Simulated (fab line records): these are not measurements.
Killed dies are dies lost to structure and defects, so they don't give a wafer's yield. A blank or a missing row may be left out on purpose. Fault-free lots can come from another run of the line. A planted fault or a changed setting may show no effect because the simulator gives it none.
fab line records / flow n5Finfet
record lots=11 wafers=30 lastDay=18
route steps=1938 shown BEOL_M15@1829 MIM_BOT@1833 TV_LITHO@1886 TV_OPEN@1888
lots with no fault: from the same line, run without faults
startH: hours from the record's opening day to when the first of the lot's shown wafers began / waitH: how many hours have passed since the lot's step before this one / " unchanged from the row above / L1.1+2: a row that stands for several wafers / - value missing, or start not given / * or withheld: withheld / < > ~ a bound
route shown NAME@n: names a module that has steps shown in the file, with the first one's number in the route / usual: mean/standard deviation of fault-free wafers / same: alike in all rows / chamber/n: place in a boat / sites: per-site readings / _std_site: standard deviation of those values / _edge_site: outer sites' mean less inner sites' / radiusMm: for every site, how far away it sits from the centre of the wafer / mask NAME#n: copy n / behind: tool/chamber where the wafer was last shaped / hold: the reason the lot was held/the length of the hold in hours/how it ended / device: the transistor (n, p or np) that didn't switch / end of line: tests of these same wafers at the route's end / where a step has no rows: the recipe by itself / killed: dies that structure and defects cost at the first sort, which is not the same as the wafer's yield / map: a wafer's dies, marking killed ones x, the rest . and places with no die _
set.NAME: the run value of the setting; set.NAME@STEP: its run value at that earlier step / model.NAME: the simulator's own value behind a step, which no gauge read
steps of the route over a sample of lots; a table a step, a row a wafer
services: from which hour (startH, from the record's first day; less than 0 if before it) a tool's chamber was out of use, for how many hours, and why
## steps
# step N5_BEOL_M15_INSPECT_55
# recipe inspectInstrument=darkfield mode=postDep
# usual rawDefectCount=73/24
lot.wafer=L440.2 tool=defectInspect-02 chamber=- startH=275.66 waitH=0.0 rawDefectCount=111
lot.wafer=L440.3 tool=defectInspect-02 chamber=- startH=275.66 waitH=0.0 rawDefectCount=77
lot.wafer=L440.5 tool=defectInspect-02 chamber=- startH=275.66 waitH=0.0 rawDefectCount=104
lot.wafer=L439.3 tool=defectInspect-02 chamber=- startH=287.54 waitH=0.0 rawDefectCount=60
lot.wafer=L439.4 tool=defectInspect-02 chamber=- startH=287.54 waitH=0.0 rawDefectCount=71
lot.wafer=L439.5 tool=defectInspect-02 chamber=- startH=287.54 waitH=0.0 rawDefectCount=77
lot.wafer=L441.1 tool=defectInspect-01 chamber=- startH=290.90 waitH=0.0 rawDefectCount=41
lot.wafer=L441.2 tool=defectInspect-01 chamber=- startH=290.90 waitH=0.0 rawDefectCount=36
lot.wafer=L441.4 tool=defectInspect-01 chamber=- startH=290.90 waitH=0.0 rawDefectCount=74
lot.wafer=L450.1 tool=defectInspect-02 chamber=- startH=346.89 waitH=0.0 rawDefectCount=92
lot.wafer=L450.5 tool=defectInspect-02 chamber=- startH=346.89 waitH=0.0 rawDefectCount=44
lot.wafer=L454.4 tool=defectInspect-02 chamber=- startH=350.31 waitH=0.0 rawDefectCount=108
lot.wafer=L454.5 tool=defectInspect-02 chamber=- startH=350.31 waitH=0.0 rawDefectCount=79
lot.wafer=L454.6 tool=defectInspect-02 chamber=- startH=350.31 waitH=0.0 rawDefectCount=117
lot.wafer=L452.1 tool=defectInspect-02 chamber=- startH=359.69 waitH=0.0 rawDefectCount=85
lot.wafer=L452.2 tool=defectInspect-02 chamber=- startH=359.69 waitH=0.0 rawDefectCount=88
lot.wafer=L452.3 tool=defectInspect-02 chamber=- startH=359.69 waitH=0.0 rawDefectCount=71
lot.wafer=L455.1 tool=defectInspect-02 chamber=- startH=369.34 waitH=0.0 rawDefectCount=81
lot.wafer=L455.2 tool=defectInspect-02 chamber=- startH=369.34 waitH=0.0 rawDefectCount=45
lot.wafer=L459.2 tool=defectInspect-01 chamber=- startH=390.25 waitH=0.0 rawDefectCount=53
lot.wafer=L459.3 tool=defectInspect-01 chamber=- startH=390.25 waitH=0.0 rawDefectCount=37
lot.wafer=L459.6 tool=defectInspect-01 chamber=- startH=390.25 waitH=0.0 rawDefectCount=61
lot.wafer=L460.2 tool=defectInspect-02 chamber=- startH=402.02 waitH=0.0 rawDefectCount=141
lot.wafer=L460.4 tool=defectInspect-02 chamber=- startH=402.02 waitH=0.0 rawDefectCount=61
lot.wafer=L460.5 tool=defectInspect-02 chamber=- startH=402.02 waitH=0.0 rawDefectCount=84
lot.wafer=L462.2 tool=defectInspect-02 chamber=- startH=403.44 waitH=0.0 rawDefectCount=71
lot.wafer=L462.3 tool=defectInspect-02 chamber=- startH=403.44 waitH=0.0 rawDefectCount=68
lot.wafer=L462.5 tool=defectInspect-02 chamber=- startH=403.44 waitH=0.0 rawDefectCount=55
lot.wafer=L461.4 tool=defectInspect-02 chamber=- startH=408.52 waitH=0.0 rawDefectCount=55
lot.wafer=L461.6 tool=defectInspect-02 chamber=- startH=408.52 waitH=0.0 rawDefectCount=34
# step N5_MIM_BOT_SPUTTER_00
# recipe material=TiN targetThkA=350 tempC=200 powerW=3000 chamberPressurePa=0.49996 gas=Ar reactivePartialPa=0.37997 timeS=89.7
# usual throttleValvePct=30.8/0.86
lot.wafer=L440.2 tool=pvdSputter-02 chamber=- startH=277.60 waitH=0.0 throttleValvePct=32.3
lot.wafer=L440.3 tool=pvdSputter-02 chamber=- startH=277.60 waitH=0.0 throttleValvePct=31.2
lot.wafer=L440.5 tool=pvdSputter-02 chamber=- startH=277.60 waitH=0.0 throttleValvePct=29.8
lot.wafer=L439.3 tool=pvdSputter-03 chamber=- startH=289.40 waitH=0.0 throttleValvePct=30.6
lot.wafer=L439.4 tool=pvdSputter-03 chamber=- startH=289.40 waitH=0.0 throttleValvePct=31.6
lot.wafer=L439.5 tool=pvdSputter-03 chamber=- startH=289.40 waitH=0.0 throttleValvePct=30.5
lot.wafer=L441.1 tool=pvdSputter-01 chamber=- startH=292.81 waitH=0.0 throttleValvePct=30.3
lot.wafer=L441.2 tool=pvdSputter-01 chamber=- startH=292.81 waitH=0.0 throttleValvePct=30.0
lot.wafer=L441.4 tool=pvdSputter-01 chamber=- startH=292.81 waitH=0.0 throttleValvePct=30.5
lot.wafer=L450.1 tool=pvdSputter-03 chamber=- startH=349.43 waitH=0.0 throttleValvePct=32.1
lot.wafer=L450.5 tool=pvdSputter-03 chamber=- startH=349.43 waitH=0.0 throttleValvePct=32.0
lot.wafer=L454.4 tool=pvdSputter-02 chamber=- startH=355.35 waitH=0.0 throttleValvePct=29.5
lot.wafer=L454.5 tool=pvdSputter-02 chamber=- startH=355.35 waitH=0.0 throttleValvePct=32.4
lot.wafer=L454.6 tool=pvdSputter-02 chamber=- startH=355.35 waitH=0.0 throttleValvePct=31.0
lot.wafer=L452.1 tool=pvdSputter-03 chamber=- startH=362.30 waitH=0.0 throttleValvePct=31.6
lot.wafer=L452.2 tool=pvdSputter-03 chamber=- startH=362.30 waitH=0.0 throttleValvePct=30.4
lot.wafer=L452.3 tool=pvdSputter-03 chamber=- startH=362.30 waitH=0.0 throttleValvePct=31.9
lot.wafer=L455.1 tool=pvdSputter-02 chamber=- startH=370.71 waitH=0.0 throttleValvePct=30.7
lot.wafer=L455.2 tool=pvdSputter-02 chamber=- startH=370.71 waitH=0.0 throttleValvePct=31.5
lot.wafer=L459.2 tool=pvdSputter-03 chamber=- startH=393.60 waitH=0.0 throttleValvePct=31.6
lot.wafer=L459.3 tool=pvdSputter-03 chamber=- startH=393.60 waitH=0.0 throttleValvePct=30.7
lot.wafer=L459.6 tool=pvdSputter-03 chamber=- startH=393.60 waitH=0.0 throttleValvePct=30.7
lot.wafer=L460.2 tool=pvdSputter-01 chamber=- startH=404.88 waitH=0.0 throttleValvePct=29.9
lot.wafer=L460.4 tool=pvdSputter-01 chamber=- startH=404.88 waitH=0.0 throttleValvePct=29.5
lot.wafer=L460.5 tool=pvdSputter-01 chamber=- startH=404.88 waitH=0.0 throttleValvePct=29.7
lot.wafer=L462.2 tool=pvdSputter-03 chamber=- startH=405.18 waitH=0.0 throttleValvePct=31.8
lot.wafer=L462.3 tool=pvdSputter-03 chamber=- startH=405.18 waitH=0.0 throttleValvePct=31.4
lot.wafer=L462.5 tool=pvdSputter-03 chamber=- startH=405.18 waitH=0.0 throttleValvePct=31.2
lot.wafer=L461.4 tool=pvdSputter-01 chamber=- startH=410.02 waitH=0.0 throttleValvePct=30.3
lot.wafer=L461.6 tool=pvdSputter-01 chamber=- startH=410.02 waitH=0.0 throttleValvePct=29.7
# step N5_PASSIVATION_DESCUM_12
# recipe chemistry=O2 timeS=7.9 sourcePowerW=50 biasPowerW=20 pressureMtorr=20 rfFrequencyHz=2.712e+07 tempC=40 o2FlowSccm=225
# usual chamberPressureMTorr=19.999/0.017 drypumpMotorCurrentA=5.7/0.41 oesProductAu=0.79/0.081 rfVppV=242.5/1.4 showerheadPlenumPTorr=2.06/0.078 throttleValvePct=20.46/0.26
lot.wafer=L440.2 tool=rieDiel-03 chamber=1 startH=282.84 waitH=0.5 chamberPressureMTorr=19.991 drypumpMotorCurrentA=5.8 oesProductAu=0.89 rfHoursCounterH=29 rfVppV=243.2 showerheadPlenumPTorr=2.13 throttleValvePct=20.28
lot.wafer=L440.3 tool=rieDiel-03 chamber=2 startH=282.84 waitH=0.5 chamberPressureMTorr=20.007 drypumpMotorCurrentA=5.7 oesProductAu=0.80 rfHoursCounterH=84 rfVppV=242.6 showerheadPlenumPTorr=2.11 throttleValvePct=20.43
lot.wafer=L440.5 tool=rieDiel-03 chamber=2 startH=282.84 waitH=0.5 chamberPressureMTorr=20.002 drypumpMotorCurrentA=5.7 oesProductAu=0.81 rfHoursCounterH=- rfVppV=243.7 showerheadPlenumPTorr=2.11 throttleValvePct=20.42
lot.wafer=L439.3 tool=rieDiel-04 chamber=2 startH=297.32 waitH=0.2 chamberPressureMTorr=19.999 drypumpMotorCurrentA=5.5 oesProductAu=0.92 rfHoursCounterH=29 rfVppV=243.2 showerheadPlenumPTorr=2.16 throttleValvePct=20.50
lot.wafer=L439.4 tool=rieDiel-04 chamber=3 startH=297.32 waitH=0.2 chamberPressureMTorr=20.007 drypumpMotorCurrentA=6.1 oesProductAu=0.89 rfHoursCounterH=40 rfVppV=242.0 showerheadPlenumPTorr=2.05 throttleValvePct=20.39
lot.wafer=L439.5 tool=rieDiel-04 chamber=0 startH=297.32 waitH=0.2 chamberPressureMTorr=20.002 drypumpMotorCurrentA=6.3 oesProductAu=0.74 rfHoursCounterH=- rfVppV=241.2 showerheadPlenumPTorr=1.93 throttleValvePct=20.59
lot.wafer=L441.1 tool=rieDiel-04 chamber=2 startH=298.29 waitH=0.9 chamberPressureMTorr=20.004 drypumpMotorCurrentA=5.5 oesProductAu=0.92 rfHoursCounterH=29 rfVppV=244.5 showerheadPlenumPTorr=2.16 throttleValvePct=20.51
lot.wafer=L441.2 tool=rieDiel-04 chamber=1 startH=298.29 waitH=0.9 chamberPressureMTorr=19.986 drypumpMotorCurrentA=6.2 oesProductAu=0.76 rfHoursCounterH=133 rfVppV=243.1 showerheadPlenumPTorr=2.08 throttleValvePct=20.25
lot.wafer=L441.4 tool=rieDiel-04 chamber=0 startH=298.29 waitH=0.9 chamberPressureMTorr=19.990 drypumpMotorCurrentA=6.3 oesProductAu=0.74 rfHoursCounterH=149 rfVppV=241.2 showerheadPlenumPTorr=1.93 throttleValvePct=20.59
lot.wafer=L450.1 tool=rieDiel-03 chamber=0 startH=358.00 waitH=0.0 chamberPressureMTorr=20.021 drypumpMotorCurrentA=5.4 oesProductAu=0.67 rfHoursCounterH=237 rfVppV=243.9 showerheadPlenumPTorr=2.08 throttleValvePct=21.07
lot.wafer=L450.5 tool=rieDiel-03 chamber=0 startH=358.00 waitH=0.0 chamberPressureMTorr=19.998 drypumpMotorCurrentA=5.4 oesProductAu=0.67 rfHoursCounterH=- rfVppV=243.8 showerheadPlenumPTorr=2.08 throttleValvePct=21.08
lot.wafer=L454.4 tool=rieDiel-03 chamber=0 startH=361.88 waitH=0.2 chamberPressureMTorr=19.990 drypumpMotorCurrentA=5.4 oesProductAu=0.68 rfHoursCounterH=239 rfVppV=242.3 showerheadPlenumPTorr=2.08 throttleValvePct=21.06
lot.wafer=L454.5 tool=rieDiel-03 chamber=3 startH=361.88 waitH=0.2 chamberPressureMTorr=20.011 drypumpMotorCurrentA=6.3 oesProductAu=0.76 rfHoursCounterH=- rfVppV=243.8 showerheadPlenumPTorr=2.18 throttleValvePct=20.53
lot.wafer=L454.6 tool=rieDiel-03 chamber=0 startH=361.88 waitH=0.2 chamberPressureMTorr=20.020 drypumpMotorCurrentA=5.4 oesProductAu=0.68 rfHoursCounterH=- rfVppV=243.1 showerheadPlenumPTorr=2.08 throttleValvePct=21.08
lot.wafer=L452.1 tool=rieDiel-03 chamber=1 startH=367.65 waitH=0.1 chamberPressureMTorr=20.003 drypumpMotorCurrentA=5.8 oesProductAu=0.85 rfHoursCounterH=57 rfVppV=243.4 showerheadPlenumPTorr=2.12 throttleValvePct=20.32
lot.wafer=L452.2 tool=rieDiel-03 chamber=2 startH=367.65 waitH=0.1 chamberPressureMTorr=19.981 drypumpMotorCurrentA=5.7 oesProductAu=0.78 rfHoursCounterH=113 rfVppV=243.1 showerheadPlenumPTorr=2.10 throttleValvePct=20.47
lot.wafer=L452.3 tool=rieDiel-03 chamber=3 startH=367.65 waitH=0.1 chamberPressureMTorr=20.002 drypumpMotorCurrentA=6.3 oesProductAu=0.76 rfHoursCounterH=158 rfVppV=244.9 showerheadPlenumPTorr=2.17 throttleValvePct=20.52
lot.wafer=L455.1 tool=rieDiel-04 chamber=3 startH=377.41 waitH=0.0 chamberPressureMTorr=19.991 drypumpMotorCurrentA=6.1 oesProductAu=0.85 rfHoursCounterH=66 rfVppV=242.6 showerheadPlenumPTorr=2.04 throttleValvePct=20.43
lot.wafer=L455.2 tool=rieDiel-04 chamber=0 startH=377.41 waitH=0.0 chamberPressureMTorr=20.017 drypumpMotorCurrentA=6.3 oesProductAu=0.73 rfHoursCounterH=175 rfVppV=240.9 showerheadPlenumPTorr=1.92 throttleValvePct=20.63
lot.wafer=L459.2 tool=rieDiel-04 chamber=2 startH=399.88 waitH=0.2 chamberPressureMTorr=19.998 drypumpMotorCurrentA=5.5 oesProductAu=0.85 rfHoursCounterH=60 rfVppV=243.6 showerheadPlenumPTorr=2.15 throttleValvePct=20.55
lot.wafer=L459.3 tool=rieDiel-04 chamber=0 startH=399.88 waitH=0.2 chamberPressureMTorr=19.980 drypumpMotorCurrentA=6.3 oesProductAu=0.73 rfHoursCounterH=180 rfVppV=240.9 showerheadPlenumPTorr=1.92 throttleValvePct=20.65
lot.wafer=L459.6 tool=rieDiel-04 chamber=2 startH=399.88 waitH=0.2 chamberPressureMTorr=20.003 drypumpMotorCurrentA=5.5 oesProductAu=0.85 rfHoursCounterH=- rfVppV=243.2 showerheadPlenumPTorr=2.15 throttleValvePct=20.55
lot.wafer=L460.2 tool=rieDiel-04 chamber=3 startH=409.12 waitH=0.0 chamberPressureMTorr=19.987 drypumpMotorCurrentA=6.0 oesProductAu=0.84 rfHoursCounterH=74 rfVppV=240.8 showerheadPlenumPTorr=2.03 throttleValvePct=20.45
lot.wafer=L460.4 tool=rieDiel-04 chamber=1 startH=409.12 waitH=0.0 chamberPressureMTorr=20.001 drypumpMotorCurrentA=6.2 oesProductAu=0.74 rfHoursCounterH=168 rfVppV=244.2 showerheadPlenumPTorr=2.07 throttleValvePct=20.30
lot.wafer=L460.5 tool=rieDiel-04 chamber=3 startH=409.12 waitH=0.0 chamberPressureMTorr=20.002 drypumpMotorCurrentA=6.0 oesProductAu=0.84 rfHoursCounterH=- rfVppV=243.2 showerheadPlenumPTorr=2.04 throttleValvePct=20.44
lot.wafer=L462.2 tool=rieDiel-02 chamber=1 startH=409.47 waitH=0.1 chamberPressureMTorr=19.983 drypumpMotorCurrentA=5.2 oesProductAu=0.80 rfHoursCounterH=94 rfVppV=242.4 showerheadPlenumPTorr=2.03 throttleValvePct=20.15
lot.wafer=L462.3 tool=rieDiel-02 chamber=3 startH=409.47 waitH=0.1 chamberPressureMTorr=19.995 drypumpMotorCurrentA=5.4 oesProductAu=0.67 rfHoursCounterH=230 rfVppV=241.8 showerheadPlenumPTorr=2.07 throttleValvePct=20.63
lot.wafer=L462.5 tool=rieDiel-02 chamber=0 startH=409.47 waitH=0.1 chamberPressureMTorr=19.982 drypumpMotorCurrentA=5.0 oesProductAu=0.72 rfHoursCounterH=- rfVppV=240.4 showerheadPlenumPTorr=1.91 throttleValvePct=20.67
lot.wafer=L461.4 tool=rieDiel-02 chamber=1 startH=415.58 waitH=0.0 chamberPressureMTorr=19.986 drypumpMotorCurrentA=5.2 oesProductAu=0.81 rfHoursCounterH=97 rfVppV=242.1 showerheadPlenumPTorr=2.03 throttleValvePct=20.17
lot.wafer=L461.6 tool=rieDiel-02 chamber=3 startH=415.58 waitH=0.0 chamberPressureMTorr=20.028 drypumpMotorCurrentA=5.4 oesProductAu=0.68 rfHoursCounterH=- rfVppV=242.7 showerheadPlenumPTorr=2.07 throttleValvePct=20.62
# step N5_PASSIVATION_VIA_ETCH_13
# recipe chemistry=CHF3/O2 target=SiO2 targetDepthA=6600 CHF3_flow_sccm=50 O2_flow_sccm=5 Ar_flow_sccm=200 timeS=330 maskMaterial=PR pressureMtorr=30 sourceW=650 biasW=170 ionEnergyEv=200 ends=cleared
# usual chamberPressureMTorr=30.001/0.029 drypumpMotorCurrentA=5.7/0.41 etchRfOnTimeS=235/5.2 oes_f_703_au=0.80/0.073 oesProductAu=0.72/0.071 rfFwdPowerW=647.5/1.9 rfVppV=520/9.9 showerheadPlenumPTorr=2.37/0.082 throttleValvePct=18.91/0.21
lot.wafer=L440.2 tool=rieDiel-03 chamber=1 startH=283.00 waitH=0.0 chamberPressureMTorr=30.037 drypumpMotorCurrentA=5.8 etchRfOnTimeS=229 oes_f_703_au=0.91 oesProductAu=0.82 rfFwdPowerW=648.7 rfHoursCounterH=29 rfVppV=505 showerheadPlenumPTorr=2.47 throttleValvePct=18.82
lot.wafer=L440.3 tool=rieDiel-03 chamber=2 startH=283.00 waitH=0.0 chamberPressureMTorr=30.007 drypumpMotorCurrentA=5.7 etchRfOnTimeS=240 oes_f_703_au=0.81 oesProductAu=0.73 rfFwdPowerW=647.0 rfHoursCounterH=84 rfVppV=517 showerheadPlenumPTorr=2.42 throttleValvePct=18.86
lot.wafer=L440.5 tool=rieDiel-03 chamber=2 startH=283.00 waitH=0.0 chamberPressureMTorr=29.987 drypumpMotorCurrentA=5.7 etchRfOnTimeS=240 oes_f_703_au=0.81 oesProductAu=0.73 rfFwdPowerW=648.4 rfHoursCounterH=- rfVppV=516 showerheadPlenumPTorr=2.42 throttleValvePct=18.87
lot.wafer=L439.3 tool=rieDiel-04 chamber=2 startH=297.48 waitH=0.0 chamberPressureMTorr=30.029 drypumpMotorCurrentA=5.5 etchRfOnTimeS=232 oes_f_703_au=0.88 oesProductAu=0.80 rfFwdPowerW=647.4 rfHoursCounterH=29 rfVppV=514 showerheadPlenumPTorr=2.46 throttleValvePct=18.77
lot.wafer=L439.4 tool=rieDiel-04 chamber=3 startH=297.48 waitH=0.0 chamberPressureMTorr=29.977 drypumpMotorCurrentA=6.1 etchRfOnTimeS=235 oes_f_703_au=0.89 oesProductAu=0.79 rfFwdPowerW=647.3 rfHoursCounterH=40 rfVppV=522 showerheadPlenumPTorr=2.36 throttleValvePct=18.84
lot.wafer=L439.5 tool=rieDiel-04 chamber=0 startH=297.48 waitH=0.0 chamberPressureMTorr=30.016 drypumpMotorCurrentA=6.4 etchRfOnTimeS=246 oes_f_703_au=0.74 oesProductAu=0.67 rfFwdPowerW=648.7 rfHoursCounterH=- rfVppV=529 showerheadPlenumPTorr=2.24 throttleValvePct=19.06
lot.wafer=L441.1 tool=rieDiel-04 chamber=2 startH=298.44 waitH=0.0 chamberPressureMTorr=29.956 drypumpMotorCurrentA=5.5 etchRfOnTimeS=231 oes_f_703_au=0.88 oesProductAu=0.81 rfFwdPowerW=649.7 rfHoursCounterH=29 rfVppV=514 showerheadPlenumPTorr=2.46 throttleValvePct=18.76
lot.wafer=L441.2 tool=rieDiel-04 chamber=1 startH=298.44 waitH=0.0 chamberPressureMTorr=29.979 drypumpMotorCurrentA=6.2 etchRfOnTimeS=230 oes_f_703_au=0.80 oesProductAu=0.69 rfFwdPowerW=647.2 rfHoursCounterH=133 rfVppV=514 showerheadPlenumPTorr=2.41 throttleValvePct=18.84
lot.wafer=L441.4 tool=rieDiel-04 chamber=0 startH=298.44 waitH=0.0 chamberPressureMTorr=29.993 drypumpMotorCurrentA=6.4 etchRfOnTimeS=245 oes_f_703_au=0.75 oesProductAu=0.67 rfFwdPowerW=649.5 rfHoursCounterH=149 rfVppV=530 showerheadPlenumPTorr=2.24 throttleValvePct=19.07
lot.wafer=L450.1 tool=rieDiel-03 chamber=0 startH=358.16 waitH=0.0 chamberPressureMTorr=29.982 drypumpMotorCurrentA=5.4 etchRfOnTimeS=234 oes_f_703_au=0.69 oesProductAu=0.63 rfFwdPowerW=648.4 rfHoursCounterH=237 rfVppV=522 showerheadPlenumPTorr=2.38 throttleValvePct=19.39
lot.wafer=L450.5 tool=rieDiel-03 chamber=0 startH=358.16 waitH=0.0 chamberPressureMTorr=30.033 drypumpMotorCurrentA=5.4 etchRfOnTimeS=238 oes_f_703_au=0.69 oesProductAu=0.62 rfFwdPowerW=647.5 rfHoursCounterH=- rfVppV=523 showerheadPlenumPTorr=2.38 throttleValvePct=19.37
lot.wafer=L454.4 tool=rieDiel-03 chamber=0 startH=362.04 waitH=0.0 chamberPressureMTorr=30.003 drypumpMotorCurrentA=5.4 etchRfOnTimeS=265 oes_f_703_au=0.52 oesProductAu=0.58 rfFwdPowerW=495.7 rfHoursCounterH=239 rfVppV=599 showerheadPlenumPTorr=2.38 throttleValvePct=19.38
lot.wafer=L454.5 tool=rieDiel-03 chamber=3 startH=362.04 waitH=0.0 chamberPressureMTorr=30.006 drypumpMotorCurrentA=6.3 etchRfOnTimeS=263 oes_f_703_au=0.60 oesProductAu=0.65 rfFwdPowerW=491.4 rfHoursCounterH=- rfVppV=585 showerheadPlenumPTorr=2.52 throttleValvePct=19.07
lot.wafer=L454.6 tool=rieDiel-03 chamber=0 startH=362.04 waitH=0.0 chamberPressureMTorr=30.023 drypumpMotorCurrentA=5.4 etchRfOnTimeS=262 oes_f_703_au=0.52 oesProductAu=0.59 rfFwdPowerW=494.7 rfHoursCounterH=- rfVppV=599 showerheadPlenumPTorr=2.38 throttleValvePct=19.39
lot.wafer=L452.1 tool=rieDiel-03 chamber=1 startH=367.81 waitH=0.0 chamberPressureMTorr=29.999 drypumpMotorCurrentA=5.8 etchRfOnTimeS=256 oes_f_703_au=0.65 oesProductAu=0.72 rfFwdPowerW=491.1 rfHoursCounterH=57 rfVppV=579 showerheadPlenumPTorr=2.45 throttleValvePct=18.83
lot.wafer=L452.2 tool=rieDiel-03 chamber=2 startH=367.81 waitH=0.0 chamberPressureMTorr=29.929 drypumpMotorCurrentA=5.7 etchRfOnTimeS=261 oes_f_703_au=0.59 oesProductAu=0.67 rfFwdPowerW=493.0 rfHoursCounterH=113 rfVppV=590 showerheadPlenumPTorr=2.41 throttleValvePct=18.91
lot.wafer=L452.3 tool=rieDiel-03 chamber=3 startH=367.81 waitH=0.0 chamberPressureMTorr=30.041 drypumpMotorCurrentA=6.3 etchRfOnTimeS=264 oes_f_703_au=0.59 oesProductAu=0.64 rfFwdPowerW=492.2 rfHoursCounterH=159 rfVppV=583 showerheadPlenumPTorr=2.52 throttleValvePct=19.07
lot.wafer=L455.1 tool=rieDiel-04 chamber=3 startH=377.56 waitH=0.0 chamberPressureMTorr=30.027 drypumpMotorCurrentA=6.0 etchRfOnTimeS=235 oes_f_703_au=0.85 oesProductAu=0.77 rfFwdPowerW=645.8 rfHoursCounterH=66 rfVppV=522 showerheadPlenumPTorr=2.35 throttleValvePct=18.91
lot.wafer=L455.2 tool=rieDiel-04 chamber=0 startH=377.56 waitH=0.0 chamberPressureMTorr=29.989 drypumpMotorCurrentA=6.3 etchRfOnTimeS=242 oes_f_703_au=0.73 oesProductAu=0.65 rfFwdPowerW=648.9 rfHoursCounterH=175 rfVppV=529 showerheadPlenumPTorr=2.23 throttleValvePct=19.10
lot.wafer=L459.2 tool=rieDiel-04 chamber=2 startH=400.04 waitH=0.0 chamberPressureMTorr=30.009 drypumpMotorCurrentA=5.5 etchRfOnTimeS=233 oes_f_703_au=0.82 oesProductAu=0.76 rfFwdPowerW=649.5 rfHoursCounterH=60 rfVppV=513 showerheadPlenumPTorr=2.44 throttleValvePct=18.82
lot.wafer=L459.3 tool=rieDiel-04 chamber=0 startH=400.04 waitH=0.0 chamberPressureMTorr=29.987 drypumpMotorCurrentA=6.3 etchRfOnTimeS=244 oes_f_703_au=0.72 oesProductAu=0.64 rfFwdPowerW=645.9 rfHoursCounterH=180 rfVppV=529 showerheadPlenumPTorr=2.23 throttleValvePct=19.13
lot.wafer=L459.6 tool=rieDiel-04 chamber=2 startH=400.04 waitH=0.0 chamberPressureMTorr=30.014 drypumpMotorCurrentA=5.5 etchRfOnTimeS=236 oes_f_703_au=0.83 oesProductAu=0.76 rfFwdPowerW=647.0 rfHoursCounterH=- rfVppV=514 showerheadPlenumPTorr=2.44 throttleValvePct=18.81
lot.wafer=L460.2 tool=rieDiel-04 chamber=3 startH=409.28 waitH=0.0 chamberPressureMTorr=29.992 drypumpMotorCurrentA=6.0 etchRfOnTimeS=226 oes_f_703_au=0.84 oesProductAu=0.76 rfFwdPowerW=647.0 rfHoursCounterH=74 rfVppV=521 showerheadPlenumPTorr=2.35 throttleValvePct=18.90
lot.wafer=L460.4 tool=rieDiel-04 chamber=1 startH=409.28 waitH=0.0 chamberPressureMTorr=30.034 drypumpMotorCurrentA=6.2 etchRfOnTimeS=232 oes_f_703_au=0.77 oesProductAu=0.67 rfFwdPowerW=647.3 rfHoursCounterH=168 rfVppV=514 showerheadPlenumPTorr=2.40 throttleValvePct=18.89
lot.wafer=L460.5 tool=rieDiel-04 chamber=3 startH=409.28 waitH=0.0 chamberPressureMTorr=30.011 drypumpMotorCurrentA=6.1 etchRfOnTimeS=229 oes_f_703_au=0.84 oesProductAu=0.76 rfFwdPowerW=646.7 rfHoursCounterH=- rfVppV=521 showerheadPlenumPTorr=2.35 throttleValvePct=18.92
lot.wafer=L462.2 tool=rieDiel-02 chamber=1 startH=409.62 waitH=0.0 chamberPressureMTorr=30.009 drypumpMotorCurrentA=5.2 etchRfOnTimeS=236 oes_f_703_au=0.78 oesProductAu=0.72 rfFwdPowerW=649.4 rfHoursCounterH=95 rfVppV=514 showerheadPlenumPTorr=2.34 throttleValvePct=18.61
lot.wafer=L462.3 tool=rieDiel-02 chamber=3 startH=409.62 waitH=0.0 chamberPressureMTorr=29.965 drypumpMotorCurrentA=5.4 etchRfOnTimeS=240 oes_f_703_au=0.68 oesProductAu=0.61 rfFwdPowerW=646.3 rfHoursCounterH=230 rfVppV=539 showerheadPlenumPTorr=2.38 throttleValvePct=19.02
lot.wafer=L462.5 tool=rieDiel-02 chamber=0 startH=409.62 waitH=0.0 chamberPressureMTorr=29.991 drypumpMotorCurrentA=5.0 etchRfOnTimeS=238 oes_f_703_au=0.74 oesProductAu=0.65 rfFwdPowerW=651.2 rfHoursCounterH=- rfVppV=511 showerheadPlenumPTorr=2.21 throttleValvePct=19.11
lot.wafer=L461.4 tool=rieDiel-02 chamber=1 startH=415.74 waitH=0.0 chamberPressureMTorr=29.963 drypumpMotorCurrentA=5.2 etchRfOnTimeS=234 oes_f_703_au=0.78 oesProductAu=0.72 rfFwdPowerW=647.5 rfHoursCounterH=97 rfVppV=516 showerheadPlenumPTorr=2.34 throttleValvePct=18.62
lot.wafer=L461.6 tool=rieDiel-02 chamber=3 startH=415.74 waitH=0.0 chamberPressureMTorr=29.982 drypumpMotorCurrentA=5.4 etchRfOnTimeS=238 oes_f_703_au=0.67 oesProductAu=0.61 rfFwdPowerW=646.0 rfHoursCounterH=- rfVppV=539 showerheadPlenumPTorr=2.37 throttleValvePct=19.00
## services
tool=rieDiel-02 chamber=0 startH=259.82 hours=6.2 kind=repair
tool=rieDiel-02 chamber=2 startH=266.34 hours=- kind=clean
tool=rieDiel-02 chamber=2 startH=266.34 hours=- kind=consumableReplace:focusRing
tool=rieDiel-02 chamber=2 startH=266.34 hours=18.4 kind=scheduledDown
tool=rieDiel-02 chamber=2 startH=266.34 hours=18.4 kind=ventCycle
tool=rieDiel-04 chamber=2 startH=277.56 hours=5.6 kind=repair
tool=rieDiel-03 chamber=3 startH=325.77 hours=3.3 kind=repair
tool=rieDiel-03 chamber=0 startH=401.16 hours=- kind=clean
tool=rieDiel-03 chamber=0 startH=401.16 hours=- kind=consumableReplace:focusRing
tool=rieDiel-03 chamber=0 startH=401.16 hours=20.1 kind=scheduledDown
tool=rieDiel-03 chamber=0 startH=401.16 hours=20.1 kind=ventCycle
tool=pvdSputter-01 chamber=- startH=415.53 hours=0.6 kind=repair
## key
firstSign step=N5_PASSIVATION_VIA_ETCH_13 reading=rfFwdPowerW direction=down sigmas=81 usual=* struck=*
effect step=N5_PASSIVATION_VIA_ETCH_13 reading=rfVppV direction=up sigmas=7 usual=520 struck=589
metAt N5_PASSIVATION_VIA_ETCH_13
struckLots L452,L454
notActingAt N5_BEOL_M15_INSPECT_55,N5_MIM_BOT_SPUTTER_00,N5_PASSIVATION_DESCUM_12
onsetBetween 358.16 362.04
fault kind=processParameterDrift tool=rieDiel-03 chamber=- onsetH=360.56 steps=N5_PASSIVATION_VIA_ETCH_13 channel=sourceW offset=-156 shape=step endH=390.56 actsIn=theseRecipesOnly stated=650
